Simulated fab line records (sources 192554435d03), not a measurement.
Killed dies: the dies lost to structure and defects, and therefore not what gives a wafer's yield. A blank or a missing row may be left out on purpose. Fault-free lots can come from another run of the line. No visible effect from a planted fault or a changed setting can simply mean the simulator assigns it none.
Split-lot study + flow n5-finfet + 39 wafers read from 7 lots, route of 1938 steps

== THE SPLIT ==
At N5_BEOL_M9_TRENCH_ETCH_37 (etches SiCOH lowk in C4F6/O2, target depth 151.43 nm, time 49 s), the setting target-depth-a was moved away from the recipe's 1514.3 angstrom on 18 of the 39 wafers read, by -53.6% to +33.6%. The other wafers ran this setting at the recipe's value.

== FROM THE SPLIT TO THE READING: what the file shows between them, 11 steps ==
- N5_BEOL_M9_ETCH_41: etches SiCN in CH3F/O2, target depth 36.6 nm, time 70.1 s
- N5_BEOL_M9_STRIP_80: strips in N2/H2, time 10 s
- N5_BEOL_M9_OCD_MEAS_38
- N5_BEOL_M9_HM_STRIP_39: strips TiN in peroxide tin strip, target depth 25 nm, time 158 s
- N5_BEOL_M9_SRD_40: time 30 s
- N5_BEOL_M9_ECD_50: material Cu, target thk 318 nm
- N5_BEOL_M9_ANNEAL_51: time 90 s
- N5_BEOL_M9_CMP_52: polishes, stops on SiCOH lowk, t overpolish 7 s, target thk 140 nm
- N5_BEOL_M9_THK_MEAS_53: measures by xrf
- N5_BEOL_M9_PRE_CLEAN_55: time 15 s
- N5_BEOL_M9_DEP_56: deposits SiCN from 3MS/NH3, target thk 15 nm, time 26.5 s

== THE READING ==
Measured at N5_BEOL_M9_RS_MEAS_57 by four-point probe: M9_RS, in ohm/sq. On this fab line, fault-free wafers typically give 0.152 ohm/sq with a standard deviation of 0.0034 ohm/sq.

| wafer  | tool, chamber at the split | target-depth-a as run, angstrom | against the recipe | M9_RS, ohm/sq | against lot-mates on the recipe |
|--------|----------------------------|---------------------------------|--------------------|---------------|---------------------------------|
| L075.1 | rie-diel-04, 1             | 2023                            | +33.6%             | 0.108         | -0.042                          |
| L075.2 | rie-diel-04, 3             | 1514.3                          | recipe             | 0.148         | -                               |
| L075.3 | rie-diel-04, 0             | 1514.3                          | recipe             | 0.150         | -                               |
| L075.4 | rie-diel-04, 2             | 1514.3                          | recipe             | 0.151         | -                               |
| L075.5 | rie-diel-04, 0             | 2023                            | +33.6%             | 0.109         | -0.041                          |
| L075.6 | rie-diel-04, 1             | 2023                            | +33.6%             | 0.105         | -0.045                          |
| L076.1 | rie-diel-05, 3             | 1514.3                          | recipe             | 0.154         | -                               |
| L076.2 | rie-diel-05, 1             | 961.4                           | -36.5%             | 0.265         | +0.111                          |
| L076.3 | rie-diel-05, 2             | 961.4                           | -36.5%             | 0.273         | +0.119                          |
| L076.4 | rie-diel-05, 0             | 1514.3                          | recipe             | 0.152         | -                               |
| L076.5 | rie-diel-05, 0             | 961.4                           | -36.5%             | 0.272         | +0.118                          |
| L076.6 | rie-diel-05, 1             | 1514.3                          | recipe             | 0.156         | -                               |
| L078.1 | rie-diel-04, 1             | 1514.3                          | recipe             | 0.150         | -                               |
| L078.2 | rie-diel-04, 0             | 1514.3                          | recipe             | 0.154         | -                               |
| L078.3 | rie-diel-04, 3             | 779.1                           | -48.6%             | 0.353         | +0.201                          |
| L078.4 | rie-diel-04, 2             | 779.1                           | -48.6%             | 0.365         | +0.213                          |
| L078.5 | rie-diel-04, 0             | 1514.3                          | recipe             | 0.153         | -                               |
| L078.6 | rie-diel-04, 3             | 779.1                           | -48.6%             | 0.345         | +0.193                          |
| L088.1 | rie-diel-06, 1             | 702.1                           | -53.6%             | 0.408         | +0.257                          |
| L088.2 | rie-diel-06, 2             | 1514.3                          | recipe             | 0.151         | -                               |
| L088.3 | rie-diel-06, 3             | 1514.3                          | recipe             | 0.155         | -                               |
| L088.4 | rie-diel-06, 0             | 1514.3                          | recipe             | 0.148         | -                               |
| L088.5 | rie-diel-06, 3             | 702.1                           | -53.6%             | 0.440         | +0.289                          |
| L088.6 | rie-diel-06, 0             | 702.1                           | -53.6%             | 0.405         | +0.254                          |
| L087.3 | rie-diel-06, 3             | 1514.3                          | recipe             | 0.156         | -                               |
| L087.4 | rie-diel-06, 1             | 1514.3                          | recipe             | 0.145         | -                               |
| L087.6 | rie-diel-06, 3             | 1514.3                          | recipe             | 0.155         | -                               |
| L090.1 | rie-diel-06, 0             | 1078                            | -28.8%             | 0.219         | +0.072                          |
| L090.2 | rie-diel-06, 2             | 1078                            | -28.8%             | 0.224         | +0.077                          |
| L090.3 | rie-diel-06, 1             | 1514.3                          | recipe             | 0.143         | -                               |
| L090.4 | rie-diel-06, 3             | 1078                            | -28.8%             | 0.235         | +0.088                          |
| L090.5 | rie-diel-06, 0             | 1514.3                          | recipe             | 0.147         | -                               |
| L090.6 | rie-diel-06, 3             | 1514.3                          | recipe             | 0.152         | -                               |
| L093.1 | rie-diel-04, 0             | 720.4                           | -52.4%             | 0.399         | +0.252                          |
| L093.2 | rie-diel-04, 3             | 720.4                           | -52.4%             | 0.400         | +0.253                          |
| L093.3 | rie-diel-04, 1             | 1514.3                          | recipe             | 0.147         | -                               |
| L093.4 | rie-diel-04, 3             | 1514.3                          | recipe             | 0.151         | -                               |
| L093.5 | rie-diel-04, 0             | 720.4                           | -52.4%             | 0.395         | +0.248                          |
| L093.6 | rie-diel-04, 1             | 1514.3                          | recipe             | 0.144         | -                               |

THE FIT
A straight line over all 39 wafers: M9_RS changes by -0.0038 ohm/sq for each +1% of target-depth-a; r = -0.95; the points scatter about the line by 0.033 ohm/sq.
The same after taking each lot's own level away (the mean of its wafers on the recipe; 39 wafers): -0.0038 ohm/sq for each +1%; r = -0.95; scatter 0.034 ohm/sq.
The reading moves by 0.2 ohm/sq for the largest change in target-depth-a, on that fit.
Across the lots, their own levels run from 0.1473 to 0.1540 ohm/sq, a range of 2.0 times the standard deviation given above.
Consequently the slope shifts little with the lot-to-lot level, the two slopes agreeing.
Check: +0.212 ohm/sq against its lot-mates is what the line predicts for one of the wafers moved furthest among these (-53.6%) when that wafer is left out of the fit. It came out at +0.257 ohm/sq against them.

== THESE WAFERS: OTHER SPLITS ==
Before the reading, these wafers also passed through other splits. Each is held against what the fit with the lots' levels taken away leaves over:
| other split on the same wafers     | wafers away from the commonest value | r with M9_RS (lot level and that fit taken away) |
|------------------------------------|--------------------------------------|--------------------------------------------------|
| N5_BEOL_M7_ILD_DEP_00 target-thk-a | 15                                   | -0.19                                            |

== THE WHOLE CHAIN: every reading that the file lists as answering this split, in the file's order ==
| step                      | what it does                                                       | reading                                                                          | change (the file's fit)                | r (the file's) |
|---------------------------|--------------------------------------------------------------------|----------------------------------------------------------------------------------|----------------------------------------|----------------|
| N5_BEOL_M9_TRENCH_ETCH_37 | etches SiCOH lowk in C4F6/O2, target depth 151.43 nm, time 49 s    | BEOL_M9.feature-depth-nm (the simulator's own value, which no gauge read)        | +1.53 nm for each +1% of the setting   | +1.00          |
| N5_BEOL_M9_TRENCH_ETCH_37 | etches SiCOH lowk in C4F6/O2, target depth 151.43 nm, time 49 s    | etch.depth-nm (the simulator's own value, which no gauge read)                   | +1.53 nm for each +1% of the setting   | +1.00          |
| N5_BEOL_M9_TRENCH_ETCH_37 | etches SiCOH lowk in C4F6/O2, target depth 151.43 nm, time 49 s    | TiN_of_BEOL_M9_HM_DEP_02.thk-nm (the simulator's own value, which no gauge read) | -0.0431 nm for each +1% of the setting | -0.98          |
| N5_BEOL_M9_OCD_MEAS_38    |                                                                    | trench-depth-nm                                                                  | +1.52 nm for each +1% of the setting   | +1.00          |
| N5_BEOL_M9_CMP_52         | polishes, stops on SiCOH lowk, t overpolish 7 s, target thk 140 nm | Cu_of_BEOL_M9_ECD_50.thk-nm (the simulator's own value, which no gauge read)     | +1.52 nm for each +1% of the setting   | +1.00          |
| N5_BEOL_M9_THK_MEAS_53    | measures by xrf                                                    | M9_THK                                                                           | +1.54 for each +1% of the setting      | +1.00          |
| N5_BEOL_M9_RS_MEAS_57     | measures by four-point-probe                                       | M9_RS                                                                            | -0.00401 for each +1% of the setting   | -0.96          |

== FILE'S OWN FIT ==
M9_RS changes by -0.00401 ohm/sq for each +1% of target-depth-a, r = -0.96.
